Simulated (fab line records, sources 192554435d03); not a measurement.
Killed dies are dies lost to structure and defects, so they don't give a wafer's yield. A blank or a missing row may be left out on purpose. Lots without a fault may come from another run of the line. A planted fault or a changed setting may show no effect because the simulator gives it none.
Chamber matching | flow n5_finfet | N5_BEOL_M0_PRE_CLEAN_131 on cvd_co-01: 3 sister chambers
The step time 15 s. 6 wafers are shown with their chamber, then 8 later ones without.

WAFERS WITH THEIR CHAMBER
wafer  | chamber | heater_power_w (W)
L570.3 | 2       | 82
L572.4 | 1       | 81
L573.4 | 2       | 80
L573.5 | 1       | 82
L573.6 | 0       | 67
L583.2 | 0       | 67

WAFERS WITHOUT THEIR CHAMBER
wafer  | heater_power_w (W)
L583.5 | 81
L583.6 | 67
L584.1 | 84
L584.4 | 82
L584.6 | 82
L586.1 | 82
L586.2 | 81
L586.6 | 80

WHICH CHAMBER EACH WENT THROUGH
wafer  | from the rows above     | in truth
L583.5 | can't be placed: 2 or 1 | 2
L583.6 | 0                       | 0
L584.1 | can't be placed: 1 or 2 | 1
L584.4 | can't be placed: 1 or 2 | 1
L584.6 | can't be placed: 1 or 2 | 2
L586.1 | can't be placed: 1 or 2 | 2
L586.2 | can't be placed: 2 or 1 | 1
L586.6 | can't be placed: 2 or 1 | 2
Placed correctly: 1 of 8. Can't be placed from these rows: 7 (the true chamber is among the candidates in 7). Placed wrongly: 0.
How it was worked out, from the rows above alone: a wafer's distance from a chamber is the root of the sum, over the readings, of the square of ((its reading less the chamber's mean) divided by the reading's scatter). The wafer belongs to the nearest chamber; if the next one is less than 2 further off, it can't be placed. A chamber's mean is the mean of its shown wafers. The scatter: the root of (the sum of the squares of (reading less its chamber's mean) over the shown wafers, divided by (wafers less chambers)).
